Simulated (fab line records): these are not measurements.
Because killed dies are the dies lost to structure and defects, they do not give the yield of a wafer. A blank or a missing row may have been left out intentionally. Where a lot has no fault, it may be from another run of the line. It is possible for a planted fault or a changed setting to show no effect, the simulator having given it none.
2 desks looking at one fault + flow nandHarc + numbers are kept per desk, each desk with only its own; the story behind them comes last

## AT THE METROLOGY DESK
What the gauges read for every lot (on any tool): the sampled wafers with a number, averaged. Marked OUT: a lot whose mean sits more than 4 standard deviations from the usual mean, which makes it out of limits; the brackets give that distance.
Columns: A = cdNm at NHARC_THIN_TSV_CD_MEAS_37, usual 5001 nm
| lot  | first seen here | A    |
|------|-----------------|------|
| L553 | day 25 19:41    | 5006 |
| L551 | day 26 01:04    | 4998 |
| L555 | day 27 09:17    | 5001 |
| L554 | day 27 10:14    | 5001 |
| L559 | day 30 02:48    | 5001 |
| L561 | day 30 05:26    | 5001 |
| L564 | day 31 10:20    | 5000 |
| L569 | day 32 19:17    | 5001 |
| L568 | day 32 20:31    | 5003 |
| L570 | day 34 21:26    | 5000 |
This desk found nothing out of limits on any of the 10 lots.

## AT THE TOOL OWNER'S DESK: pvdSputter-02
The tool's own readings at NHARC_THIN_TSV_PVD_19 (deposits TaN, target thk 20 nm): means of the sampled wafers that have a number, for each lot that ran on this tool. Marked OUT: a lot whose mean sits more than 4 standard deviations from the usual mean, which makes it out of limits; the brackets give that distance.
Columns: A = throttleValvePct at NHARC_THIN_TSV_PVD_19, usual 29.9 %
| lot  | first seen here | A    |
|------|-----------------|------|
| L553 | day 25 15:17    | 30.3 |
| L551 | day 25 20:46    | 30.4 |
| L555 | day 27 04:52    | 31.3 |
| L559 | day 29 22:29    | 30.4 |
| L561 | day 30 01:01    | 30.2 |
This desk found nothing out of limits on any of the 5 lots.

## PUT TOGETHER
From the metrology desk's view, nothing was out of limits.
Nothing out of limits was seen by the tool owner's desk.

## WHAT HAD BEEN PUT IN BY THE SIMULATOR
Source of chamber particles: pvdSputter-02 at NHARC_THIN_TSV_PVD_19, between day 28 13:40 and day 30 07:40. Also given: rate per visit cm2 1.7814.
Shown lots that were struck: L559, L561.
